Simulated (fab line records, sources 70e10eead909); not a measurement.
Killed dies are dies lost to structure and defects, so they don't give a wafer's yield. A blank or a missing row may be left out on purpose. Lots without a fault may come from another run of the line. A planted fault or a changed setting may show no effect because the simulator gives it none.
Which tool did it? | flow nand_harc | 7 lots, 21 wafers sampled, at 2 steps of a route of 1302

WHAT THE GAUGES READ, wafer by wafer
NHARC_A_ONON_D2_THK_MEAS_18: measures by ellipsometry.
lot  | measured     | on            | thk_nm (nm)
L683 | day 13 14:19 | film_metro-02 | 1003 1004 1003
L688 | day 15 01:32 | film_metro-01 | 993 993 994
L692 | day 16 10:16 | film_metro-02 | 989 990 991
L695 | day 17 19:31 | film_metro-02 | 996 996 996
L696 | day 18 17:01 | film_metro-01 | 1013 1013 1011
L704 | day 22 02:38 | film_metro-02 | 998 998 997
L706 | day 22 09:58 | film_metro-02 | 1001 999 1000

WHICH TOOL RAN EACH LOT (tool, then ch and the chambers of the sampled wafers, then the start)
lot  | NHARC_A_ONON_D2_DEP_16
L683 | pecvd_onon-01 ch 0, day 13 13:55
L688 | pecvd_onon-01 ch 0, day 15 01:05
L692 | pecvd_onon-01 ch 0, day 16 09:46
L695 | pecvd_onon-03 ch 0, day 17 19:00
L696 | pecvd_onon-04 ch 0, day 18 16:30
L704 | pecvd_onon-03 ch 0, day 22 02:15
L706 | pecvd_onon-01 ch 0, day 22 09:28
- NHARC_A_ONON_D2_DEP_16: target thk 1000 nm.

THE ANSWER, worked out from the rows above alone
Rule: what is usual is taken from the lots themselves. Put in order of their means at a reading, lots are off if they are a third of the lots or fewer, leave a main group of 4 or more, and stand apart from it by a gap of 3 or more times the standard deviation of the main group's means; of several such gaps the widest counts. A main group whose means are all the same, to the digits that the tables above print for the reading, isn't used. A lot without any number at a reading at which 4 lots or more have one is off too. The other lots that the step has rows for count as sound.
No lot is off at any reading shown: from this, nothing can be told.

WHAT THE SIMULATOR HAD PUT IN
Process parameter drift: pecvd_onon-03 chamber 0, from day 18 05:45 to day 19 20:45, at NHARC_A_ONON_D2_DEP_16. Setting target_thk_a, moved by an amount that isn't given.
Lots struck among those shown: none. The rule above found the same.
